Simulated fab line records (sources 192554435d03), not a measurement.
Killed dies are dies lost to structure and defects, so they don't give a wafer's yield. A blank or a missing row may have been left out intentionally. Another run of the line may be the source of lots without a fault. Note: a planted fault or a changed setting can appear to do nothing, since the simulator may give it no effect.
fab line records	flow n5_finfet
record: lots: 7	wafers: 21
route steps=1938 shown ZERO_LAYER@4 WELL_APT@24 DUMMY_GATE@221 SD_EPI_N@288 SD_EPI_P@321 SD_ACTIVATION@330 ILD0@338 GATE_CUT@477
start_h: hours from the record's opening day to when the first of the lot's shown wafers began	wait_h: how many hours have passed since the lot's step before this one	" same as the row above	L1.1+2: several wafers, shown together as one row	- no value present, or no start provided	* or withheld: withheld	< > ~ a bound
route shown NAME@n: a module of which the file shows steps, and the number in the route of the first	usual: average and standard deviation across the fault-free wafers	same: alike in all rows	chamber/n: place in a boat	sites: each site's reading	_std_site: the values' standard deviation	_edge_site: the outer-site mean with the inner-site mean subtracted	radius_mm: for every site, how far away it sits from the centre of the wafer	mask NAME#n: copy n	behind: tool/chamber where the wafer was last shaped	hold: why the lot went on hold/how many hours it stayed there/how the hold came to an end	device: names the non-switching transistor (n, p or np)	end of line: the same wafers' tests at the end of the route	a step without rows: its recipe alone	killed: dies that structure and defects cost at the first sort, which is not the same as the wafer's yield	map: per-die view of a wafer (x killed, . not killed, _ where there is no die)
set.NAME: the setting as run; set.NAME@STEP: as run at that earlier step	model.NAME: the simulator's own value behind a step, which no gauge read
lots whose settings were changed on purpose; a table a step, a row a wafer
== steps ==
step: N5_ZERO_LAYER_PECVD_02
recipe: material: SiO2	target_thk_a: 100	temp_c: 400	precursor: SiH4/N2O	pressure_torr: 0.75	rf_w: 275	time_s: 6
lot.wafer	tool	chamber	start_h	wait_h	set.time_s	model.SiO2_of_ZERO_LAYER_PECVD_02.thk_nm
L076.1	pecvd-01	1	24.28	0.0	6.819	11.42
L076.2	"	2	"	"	6.819	11.3
L076.5	"	2	"	"	6	9.962
L078.1	pecvd-02	1	36.28	0.0	6.26	10.48
L078.3	"	0	"	"	6	9.794
L078.6	"	0	"	"	6.26	10.39
L081.1	pecvd-04	2	54.28	0.0	6	10.1
L081.4	"	1	"	"	6	10.15
L081.5	"	2	"	"	6	10.31
L086.1	pecvd-02	1	84.28	0.0	5.47	9.32
L086.3	"	2	"	"	6	9.839
L086.6	"	1	"	"	6	10.45
L093.1	pecvd-01	1	126.28	0.0	6	9.888
L093.5	"	1	"	"	5.301	8.732
L093.6	"	0	"	"	6	10.12
L094.1	pecvd-02	1	132.29	0.0	6	10.32
L094.2	"	0	"	"	6.664	11.28
L094.6	"	2	"	"	6	10.39
L095.2	pecvd-02	1	138.28	0.0	6	10.18
L095.3	"	0	"	"	6	9.929
L095.4	"	0	"	"	6	10.25
step: N5_WELL_APT_EXPOSE_05
recipe: mask_id: NWELL	na: 0.8	source_shape: conventional	sigma_outer: 0.8	polarization: unpolarized	defocus_nm: 0	target_cd_nm: 200	dose_mj: 20.3
lot.wafer	tool	chamber	start_h	wait_h	mask	set.dose_mj
L076.1	krf_scanner-02	0	25.39	-	NWELL#0	19.38
L076.2+5	"	0	"	"	NWELL#0	20.3
L078.1+3	krf_scanner-02	0	37.51	-	NWELL#0	19.74
L078.6	"	0	"	"	NWELL#0	20.3
L081.1+4+5	krf_scanner-02	0	55.51	-	NWELL#0	20.3
L086.1+6	krf_scanner-01	0	85.55	-	NWELL#0	19.09
L086.3	"	0	"	"	NWELL#0	20.3
L093.1+5+6	krf_scanner-01	0	127.75	-	NWELL#0	20.3
L094.1+2	krf_scanner-01	0	133.39	-	NWELL#0	20.97
L094.6	"	0	"	"	NWELL#0	20.3
L095.2+3+4	krf_scanner-02	0	139.64	-	NWELL#0	20.3
step: N5_WELL_APT_DEVELOP_07
recipe: develop_time_s: 45	rinse_liquid: surfactant_rinse	dry: air_spin	dev_temp_c: 21
lot.wafer	tool	chamber	start_h	wait_h	set.develop_time_s
L076.1+2	litho_track-01	0	-	-	45
L076.5	"	0	"	"	53.43
L078.1+6	litho_track-01	0	-	-	41.52
L078.3	"	0	"	"	45
L081.1+4+5	litho_track-04	0	-	-	45
L086.1+6	litho_track-05	0	-	-	45
L086.3	"	0	"	"	36.42
L093.1+5	litho_track-05	0	-	-	45
L093.6	"	0	"	"	48.3
L094.1+2+6	litho_track-04	0	-	-	45
L095.2	litho_track-01	0	-	-	41.68
L095.3+4	"	0	"	"	45
step: N5_WELL_APT_HARDBAKE_12
recipe: temp_c: 130	time_s: 120
step: N5_WELL_APT_CD_MEAS_08
recipe: target_cd_nm: 200	landing_energy_ev: 500	detector: se_inlens
usual: cd_nm: 199.7/2.3
lot.wafer	tool	chamber	start_h	wait_h	set.dose_mj@WELL_APT_EXPOSE_05	cd_nm
L076.1	cd_sem-02	0	25.56	-	19.38	188.7
L076.2	"	0	"	"	20.3	195.3
L076.5	"	0	"	"	20.3	198.3
L078.1	cd_sem-01	0	37.68	-	19.74	196.0
L078.3	"	0	"	"	19.74	194.6
L078.6	"	0	"	"	20.3	199.5
L081.1	cd_sem-02	0	55.68	-	20.3	197.5
L081.4	"	0	"	"	20.3	200.4
L081.5	"	0	"	"	20.3	195.6
L086.1	cd_sem-01	0	85.72	-	19.09	192.9
L086.3	"	0	"	"	20.3	201.7
L086.6	"	0	"	"	19.09	191.7
L093.1	cd_sem-02	0	127.92	-	20.3	199.9
L093.5	"	0	"	"	20.3	201.6
L093.6	"	0	"	"	20.3	201.5
L094.1	cd_sem-01	0	133.56	-	20.97	203.1
L094.2	"	0	"	"	20.97	203.0
L094.6	"	0	"	"	20.3	200.6
L095.2	cd_sem-01	0	139.81	-	20.3	198.7
L095.3	"	0	"	"	20.3	199.1
L095.4	"	0	"	"	20.3	200.3
step: N5_WELL_APT_DESCUM_13
recipe: chemistry: O2	time_s: 7.9	source_power_w: 50	bias_power_w: 20	pressure_mtorr: 20	rf_frequency_hz: 2.712e+07	temp_c: 40	o2_flow_sccm: 225
lot.wafer	tool	chamber	start_h	wait_h	set.dose_mj@WELL_APT_EXPOSE_05	model.WELL_APT.cd_nm
L076.1	rie_diel-03	2	25.65	0.0	19.38	188.9
L076.2	"	3	"	"	20.3	195.1
L076.5	"	1	"	"	20.3	198
L078.1	rie_diel-04	1	37.93	0.2	19.74	196.1
L078.3	"	2	"	"	19.74	194.6
L078.6	"	2	"	"	20.3	199.9
L081.1	rie_diel-03	3	55.77	0.0	20.3	197.2
L081.4	"	3	"	"	20.3	200.4
L081.5	"	2	"	"	20.3	195.6
L086.1	rie_diel-05	0	85.81	0.0	19.09	192.7
L086.3	"	2	"	"	20.3	201.4
L086.6	"	1	"	"	19.09	191.7
L093.1	rie_diel-05	3	128.18	0.2	20.3	200.4
L093.5	"	3	"	"	20.3	202.2
L093.6	"	2	"	"	20.3	201.6
L094.1	rie_diel-04	1	133.91	0.3	20.97	203.2
L094.2	"	3	"	"	20.97	202.5
L094.6	"	3	"	"	20.3	200.5
L095.2	rie_diel-05	2	139.95	0.1	20.3	198.5
L095.3	"	1	"	"	20.3	199
L095.4	"	3	"	"	20.3	200.5
step: N5_DUMMY_GATE_PECVD_30
recipe: material: SiO2	target_thk_a: 550	temp_c: 400	precursor: TEOS/O2	pressure_torr: 6.5	rf_w: withheld	teos_flow_sccm: withheld	gas: O2	flow_sccm: 2650	time_s: 10.8
lot.wafer	tool	chamber	start_h	wait_h	set.time_s	model.SiO2_of_DUMMY_GATE_PECVD_30.thk_nm
L076.1	pecvd-04	0	58.66	0.0	10.14	51.8
L076.2	"	2	"	"	10.8	54.6
L076.5	"	1	"	"	10.14	52.4
L078.1	pecvd-04	1	71.10	0.0	11.21	56.8
L078.3	"	0	"	"	11.21	57
L078.6	"	2	"	"	10.8	55.4
L081.1	pecvd-01	0	87.09	0.0	10.8	55
L081.4	"	2	"	"	10.8	55.4
L081.5	"	0	"	"	10.8	55.6
L086.1	pecvd-03	0	120.14	0.0	10.8	54.6
L086.3	"	1	"	"	10.39	51.6
L086.6	"	2	"	"	10.8	54.2
L093.1	pecvd-04	0	158.40	0.0	10.8	53.8
L093.5	"	2	"	"	10.8	55.4
L093.6	"	0	"	"	9.581	49.2
L094.1	pecvd-03	2	165.67	0.0	10.8	53.2
L094.2	"	0	"	"	10.17	51.2
L094.6	"	2	"	"	10.8	54.8
L095.2	pecvd-01	2	171.36	0.0	10.8	53.8
L095.3	"	0	"	"	10.8	54
L095.4	"	2	"	"	10.8	55.2
step: N5_DUMMY_GATE_COAT_28
recipe: resist: underlayer	temp_c: 205	time_s: 60	spin_rpm: 1500	resist_thk_nm: 10
lot.wafer	tool	chamber	start_h	wait_h	set.spin_rpm	model.underlayer_of_DUMMY_GATE_COAT_28.thk_nm
L076.1	litho_track-04	0	-	-	1667	9.6
L076.2+5	"	0	"	"	1500	10
L078.1+6	litho_track-02	0	-	-	1389	10.4
L078.3	"	0	"	"	1500	10
L081.1+4+5	litho_track-02	0	-	-	1500	10
L086.1+3+6	litho_track-04	0	-	-	1500	10
L093.1	litho_track-04	0	-	-	1638	9.6
L093.5+6	"	0	"	"	1500	10
L094.1+2+6	litho_track-02	0	-	-	1500	10
L095.2+3	litho_track-03	0	-	-	1500	10
L095.4	"	0	"	"	1385	10.4
step: N5_DUMMY_GATE_COAT_09
recipe: resist: CAR-EUV	spin_rpm: 1500	resist_thk_nm: 30
step: N5_DUMMY_GATE_EBR_11
recipe: solvent: PGMEA	ebr_width_mm: 1.5
step: N5_DUMMY_GATE_ETCH_31
recipe: chemistry: C4F6/O2	target: SiO2	mask_material: SOC	target_depth_a: 825	time_s: 27.5	ion_energy_ev: 250	pressure_mtorr: 30	source_w: 345	bias_w: 185	Ar_flow_sccm: 300	C4F6_flow_sccm: 10	O2_flow_sccm: 10
step: N5_DUMMY_GATE_STRIP_41
recipe: chemistry: O2	power_w: 400	temp_c: 40	pressure_mtorr: 30	rf_frequency_hz: 6e+07	bias_power_w: 0	overash_fraction: 0.3	o2_flow_sccm: 225
step: N5_DUMMY_GATE_HM_OPEN_21
recipe: chemistry: CH3F/O2	target: SiNx	target_depth_a: 1200	Ar_flow_sccm: 150	CH3F_flow_sccm: 30	O2_flow_sccm: 23	time_s: 171.4	pressure_mtorr: 30	source_w: 395	bias_w: 73	ion_energy_ev: 120.7
lot.wafer	tool	chamber	start_h	wait_h	set.time_s@DUMMY_GATE_PECVD_30	model.SiO2_of_DUMMY_GATE_PECVD_30.thk_nm
L076.1	rie_diel-01	3	60.71	0.0	10.14	42.2
L076.2	"	0	"	"	10.8	44.4
L076.5	"	3	"	"	10.14	42.8
L078.1	rie_diel-02	3	72.35	0.0	11.21	46.8
L078.3	"	2	"	"	11.21	47.6
L078.6	"	3	"	"	10.8	45.4
L081.1	rie_diel-01	2	88.05	0.0	10.8	44.8
L081.4	"	3	"	"	10.8	46
L081.5	"	1	"	"	10.8	45.8
L086.1	rie_diel-01	3	121.21	0.0	10.8	45.2
L086.3	"	0	"	"	10.39	41.6
L086.6	"	3	"	"	10.8	44.8
L093.1	rie_diel-06	3	160.00	0.0	10.8	44.2
L093.5	"	3	"	"	10.8	45.8
L093.6	"	1	"	"	9.581	39.6
L094.1	rie_diel-02	0	166.75	0.0	10.8	43.6
L094.2	"	2	"	"	10.17	41.8
L094.6	"	1	"	"	10.8	45
L095.2	rie_diel-06	2	172.33	0.0	10.8	44
L095.3	"	1	"	"	10.8	44.2
L095.4	"	0	"	"	10.8	46.2
step: N5_DUMMY_GATE_ETCH_32
recipe: chemistry: CF4	target: SiO2	target_depth_a: 35	time_s: 3.9	ion_energy_ev: 350	pressure_mtorr: 10	icp_w: 800	bias_w: 400	cf4_flow_sccm: 80
lot.wafer	tool	chamber	start_h	wait_h	set.time_s@DUMMY_GATE_PECVD_30	model.SiO2_of_DUMMY_GATE_PECVD_30.thk_nm
L076.1	rie_si-05	0	60.87	0.1	10.14	38.8
L076.2	"	3	"	"	10.8	41
L076.5	"	3	"	"	10.14	39.6
L078.1	rie_si-02	3	72.51	0.1	11.21	43
L078.3	"	2	"	"	11.21	44.2
L078.6	"	2	"	"	10.8	42
L081.1	rie_si-01	1	88.21	0.1	10.8	41.2
L081.4	"	2	"	"	10.8	42.6
L081.5	"	0	"	"	10.8	42
L086.1	rie_si-02	3	121.37	0.1	10.8	41.6
L086.3	"	2	"	"	10.39	38.2
L086.6	"	3	"	"	10.8	41.2
L093.1	rie_si-05	2	160.16	0.1	10.8	40.8
L093.5	"	2	"	"	10.8	42.4
L093.6	"	1	"	"	9.581	36.2
L094.1	rie_si-02	0	166.92	0.1	10.8	40.2
L094.2	"	3	"	"	10.17	38.2
L094.6	"	3	"	"	10.8	41.4
L095.2	rie_si-01	0	172.49	0.1	10.8	40
L095.3	"	2	"	"	10.8	40.8
L095.4	"	1	"	"	10.8	42.6
step: N5_DUMMY_GATE_ETCH_23
recipe: chemistry: HBr/Cl2/O2	HBr_flow_sccm: 150	Cl2_flow_sccm: 80	O2_flow_sccm: 12	bias_w: 102	target_depth_a: 410	time_s: 22.3	target: poly-Si	mask_material: SiO2	pressure_mtorr: 10	icp_w: 800
lot.wafer	tool	chamber	start_h	wait_h	set.time_s@DUMMY_GATE_PECVD_30	model.SiO2_of_DUMMY_GATE_PECVD_30.thk_nm
L076.1	rie_si-05	0	60.90	0.0	10.14	36.4
L076.2	"	3	"	"	10.8	38.4
L076.5	"	3	"	"	10.14	37
L078.1	rie_si-02	3	72.54	0.0	11.21	40.4
L078.3	"	2	"	"	11.21	41.8
L078.6	"	2	"	"	10.8	39.4
L081.1	rie_si-01	1	88.24	0.0	10.8	38.6
L081.4	"	2	"	"	10.8	40
L081.5	"	0	"	"	10.8	39.4
L086.1	rie_si-02	3	121.40	0.0	10.8	39
L086.3	"	2	"	"	10.39	35.6
L086.6	"	3	"	"	10.8	38.6
L093.1	rie_si-05	2	160.19	0.0	10.8	38.2
L093.5	"	2	"	"	10.8	39.8
L093.6	"	1	"	"	9.581	33.8
L094.1	rie_si-02	0	166.95	0.0	10.8	37.6
L094.2	"	3	"	"	10.17	35.6
L094.6	"	3	"	"	10.8	38.8
L095.2	rie_si-01	0	172.52	0.0	10.8	37.4
L095.3	"	2	"	"	10.8	38.4
L095.4	"	1	"	"	10.8	40
step: N5_SD_EPI_N_EPI_21
recipe: material: Si:P	dopant: P	temp_c: 680	pressure_torr: 255	time_s: 690
lot.wafer	tool	chamber	start_h	wait_h	set.temp_c	model.Si-P_of_SD_EPI_N_EPI_21.thk_nm
L076.1	epi_rpcvd-02	0	64.11	0.1	680	58
L076.2	"	0	"	"	681.3	60.4
L076.5	"	0	"	"	681.3	59.4
L078.1+3	epi_rpcvd-02	0	75.76	0.1	680	58.6
L078.6	"	0	77.16	1.4	680	58
L081.1+5	epi_rpcvd-02	0	91.46	0.1	680	58.6
L081.4	"	0	"	"	680	59.6
L086.1	epi_rpcvd-03	0	125.54	0.1	682.1	60.2
L086.3	"	0	"	"	680	59.2
L086.6	"	0	"	"	682.1	60.4
L093.1	epi_rpcvd-04	0	163.59	0.1	682.4	60.8
L093.5	"	0	164.71	1.1	680	58
L093.6	"	0	"	"	680	58.2
L094.1	epi_rpcvd-02	0	170.28	0.1	684.6	63.6
L094.2	"	0	"	"	680	58.4
L094.6	"	0	171.68	1.4	680	58
L095.2	epi_rpcvd-02	0	176.01	0.4	680	59
L095.3	"	0	"	"	676.7	55
L095.4	"	0	"	"	676.7	55.4
step: N5_SD_EPI_N_PRECLEAN_24
recipe: chemistry: O3/DIW	time_s: 60	temp_c: 22	o3_ppm: 10
step: N5_SD_EPI_P_EPI_21
recipe: material: SiGe:B	dopant: B	temp_c: 550	pressure_torr: 20	ambient: H2	time_s: 355
step: N5_SD_EPI_P_HM_STRIP_48
recipe: chemistry: H3PO4	temp_c: 160	material: SiNx	target: SiNx	target_depth_a: 30	overetch_fraction: 0.3
lot.wafer	tool	chamber	start_h	wait_h	set.temp_c@SD_EPI_N_EPI_21	model.Si-P_of_SD_EPI_N_EPI_21.thk_nm
L076.1	wet_bench-06	5	70.33	0.0	680	57.4
L076.2	"	6	"	"	681.3	59.6
L076.5	"	2	"	"	681.3	58.8
L078.1+3	wet_bench-01	5,6	82.43	0.0	680	58
L078.6	"	7	"	"	680	57.4
L081.1+5	wet_bench-04	4,3	98.83	0.0	680	57.8
L081.4	"	2	"	"	680	59
L086.1	wet_bench-06	0	131.90	0.0	682.1	59.6
L086.3	"	5	"	"	680	58.4
L086.6	"	7	"	"	682.1	59.8
L093.1	wet_bench-04	3	170.13	0.0	682.4	60
L093.5	"	7	"	"	680	57.4
L093.6	"	5	"	"	680	57.6
L094.1	wet_bench-01	6	178.59	0.0	684.6	63
L094.2	"	4	"	"	680	57.8
L094.6	"	3	"	"	680	57.4
L095.2	wet_bench-06	6	182.18	0.0	680	58.2
L095.3	"	5	"	"	676.7	54.4
L095.4	"	0	"	"	676.7	54.8
step: N5_SD_EPI_P_SRD_49
recipe: dry: ipa_marangoni	time_s: 30	temp_c: 23	rinse_liquid: diw
step: N5_SD_EPI_P_PRECLEAN_24
recipe: chemistry: O3/DIW	time_s: 45	temp_c: 22	o3_ppm: 10
step: N5_SD_ACTIVATION_RTA_00
recipe: temp_c: 975	time_s: 0	ambient: N2	idle_temp_c: 600	ramp_up_c_per_s: 150	ramp_down_c_per_s: 60	cool_to_c: 600
step: N5_SD_ACTIVATION_LSA_01
recipe: temp_c: 1080	time_s: 0.0008	ambient: N2
step: N5_SD_ACTIVATION_RS_MEAS_03
recipe: thk_meas_gauge: four-point-probe
usual: RS_SD_N: 22.01/0.25	RS_SD_P: 56.0/0.89
lot.wafer	tool	chamber	start_h	wait_h	set.temp_c@SD_EPI_N_EPI_21	RS_SD_N[ohm/sq]	RS_SD_P[ohm/sq]
L076.1	film_metro-02	-	71.03	0.2	680	22.37	56.4
L076.2	"	-	"	"	681.3	21.28	56.2
L076.5	"	-	"	"	681.3	21.71	55.5
L078.1	film_metro-02	-	83.04	0.2	680	22.06	57.2
L078.3	"	-	"	"	680	22.18	56.8
L078.6	"	-	"	"	680	22.45	57.1
L081.1	film_metro-01	-	99.39	0.2	680	21.92	54.2
L081.4	"	-	"	"	680	21.47	54.4
L081.5	"	-	"	"	680	22.11	55.1
L086.1	film_metro-01	-	132.47	0.2	682.1	21.60	55.1
L086.3	"	-	"	"	680	21.92	55.1
L086.6	"	-	"	"	682.1	21.30	55.3
L093.1	film_metro-01	-	170.70	0.2	682.4	21.47	55.5
L093.5	"	-	"	"	680	22.40	55.9
L093.6	"	-	"	"	680	22.28	54.7
L094.1	film_metro-01	-	179.17	0.2	684.6	20.42	56.7
L094.2	"	-	"	"	680	22.13	56.1
L094.6	"	-	"	"	680	22.31	56.5
L095.2	film_metro-01	-	182.78	0.2	680	21.95	56.2
L095.3	"	-	"	"	676.7	23.35	55.7
L095.4	"	-	"	"	676.7	23.46	55.5
step: N5_ILD0_CMP_03
recipe: stop_on: SiNx	t_overpolish_s: 1.9	post_cmp_clean: alkaline_brush	down_force_psi: 4.1491	platen_rpm: 51.796	pad_velocity_m_s: 1.0306	target_thk_nm: 197.38
usual: time_to_endpoint_s: 70/4.6
lot.wafer	tool	chamber	start_h	wait_h	set.down_force_psi	time_to_endpoint_s
L076.1	cmp-04	2	73.79	0.1	4.1491	74
L076.2	"	3	"	"	4.1491	68
L076.5	"	1	"	"	4.622	65
L078.1	cmp-04	3	86.47	0.1	4.1491	73
L078.3	"	0	"	"	3.788	80
L078.6	"	3	"	"	4.1491	74
L081.1	cmp-01	1	102.46	0.1	4.1491	71
L081.4	"	2	"	"	4.1491	65
L081.5	"	0	"	"	4.1491	63
L086.3	cmp-01	0	135.39	0.2	3.61	77
L086.1	"	3	"	"	4.1491	68
L086.6	"	1	"	"	3.61	82
L093.1	cmp-03	2	173.48	0.1	5.081	60
L093.5	"	1	"	"	5.081	56
L093.6	"	2	"	"	5.081	58
L094.2	cmp-04	0	181.95	0.1	4.1491	70
L094.1	"	2	"	"	4.1491	73
L094.6	"	0	"	"	4.924	61
L095.4	cmp-04	3	185.48	0.0	4.546	62
L095.3	"	0	"	"	4.546	63
L095.2	"	2	"	"	4.1491	72
step: N5_GATE_CUT_HM_DEP_46
recipe: material: SiO2	target_thk_a: 1300	temp_c: 400	precursor: TEOS/O2	pressure_torr: 6.5	rf_w: 900	teos_flow_sccm: 161.4	gas: O2	flow_sccm: 2650	time_s: 26.6
lot.wafer	tool	chamber	start_h	wait_h	set.time_s	model.SiO2_of_GATE_CUT_HM_DEP_46.thk_nm
L076.1	pecvd-01	0	95.56	0.0	26.6	131.8
L076.2	"	2	"	"	23.96	117.8
L076.5	"	0	"	"	23.96	120.8
L078.1	pecvd-03	0	109.33	0.0	24.39	114.8
L078.3	"	2	"	"	26.6	128
L078.6	"	1	"	"	24.39	117.4
L081.1	pecvd-01	2	125.25	0.0	26.6	129.4
L081.4	"	0	"	"	26.6	131
L081.5	"	2	"	"	26.6	129.2
L086.1	pecvd-01	2	158.40	0.0	26.6	128.6
L086.3	"	1	"	"	26.6	129.6
L086.6	"	1	"	"	26.6	131.2
L093.1	pecvd-01	1	194.84	0.0	26.6	128.8
L093.5	"	2	"	"	27.76	137.6
L093.6	"	1	"	"	26.6	130.8
L094.1	pecvd-03	0	203.71	0.0	29.79	143.8
L094.2	"	1	"	"	26.6	127.8
L094.6	"	1	"	"	29.79	144.4
L095.2	pecvd-03	1	207.65	0.0	26.6	126
L095.3	"	0	"	"	28.63	140.2
L095.4	"	1	"	"	26.6	127.4
== key ==
split: step: N5_ZERO_LAYER_PECVD_02	setting: time_s	stated: 6	by: wafer
response: step: N5_ZERO_LAYER_PECVD_02	reading: model.SiO2_of_ZERO_LAYER_PECVD_02.thk_nm	change: +0.1	per: 1%	r: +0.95
split: step: N5_WELL_APT_EXPOSE_05	setting: dose_mj	stated: 20.3	by: wafer
response: step: N5_WELL_APT_CD_MEAS_08	reading: cd_nm	change: +1.5	per: 1%	r: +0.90
response: step: N5_WELL_APT_DESCUM_13	reading: model.WELL_APT.cd_nm	change: +1.48	per: 1%	r: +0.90
split: step: N5_WELL_APT_DEVELOP_07	setting: develop_time_s	stated: 45	by: wafer
response none clear
split: step: N5_DUMMY_GATE_PECVD_30	setting: time_s	stated: 10.8	by: wafer
response: step: N5_DUMMY_GATE_PECVD_30	reading: model.SiO2_of_DUMMY_GATE_PECVD_30.thk_nm	change: +0.478	per: 1%	r: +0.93
response: step: N5_DUMMY_GATE_HM_OPEN_21	reading: model.SiO2_of_DUMMY_GATE_PECVD_30.thk_nm	change: +0.47	per: 1%	r: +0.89
response: step: N5_DUMMY_GATE_ETCH_32	reading: model.SiO2_of_DUMMY_GATE_PECVD_30.thk_nm	change: +0.463	per: 1%	r: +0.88
response: step: N5_DUMMY_GATE_ETCH_23	reading: model.SiO2_of_DUMMY_GATE_PECVD_30.thk_nm	change: +0.452	per: 1%	r: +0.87
split: step: N5_DUMMY_GATE_COAT_28	setting: spin_rpm	stated: 1500	by: wafer
response: step: N5_DUMMY_GATE_COAT_28	reading: model.underlayer_of_DUMMY_GATE_COAT_28.thk_nm	change: -0.044	per: 1%	r: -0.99
split: step: N5_SD_EPI_N_EPI_21	setting: temp_c	stated: 680	by: wafer
response: step: N5_SD_EPI_N_EPI_21	reading: model.Si-P_of_SD_EPI_N_EPI_21.thk_nm	change: +7.53	per: 1%	r: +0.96
response: step: N5_SD_EPI_P_HM_STRIP_48	reading: model.Si-P_of_SD_EPI_N_EPI_21.thk_nm	change: +7.4	per: 1%	r: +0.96
response: step: N5_SD_ACTIVATION_RS_MEAS_03	reading: RS_SD_N	change: -2.68	per: 1%	r: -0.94
split: step: N5_ILD0_CMP_03	setting: down_force_psi	stated: 4.1491	by: wafer
response: step: N5_ILD0_CMP_03	reading: time_to_endpoint_s	change: *	per: 1%	r: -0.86
split: step: N5_GATE_CUT_HM_DEP_46	setting: time_s	stated: 26.6	by: wafer
response: step: N5_GATE_CUT_HM_DEP_46	reading: model.SiO2_of_GATE_CUT_HM_DEP_46.thk_nm	change: +1.43	per: 1%	r: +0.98
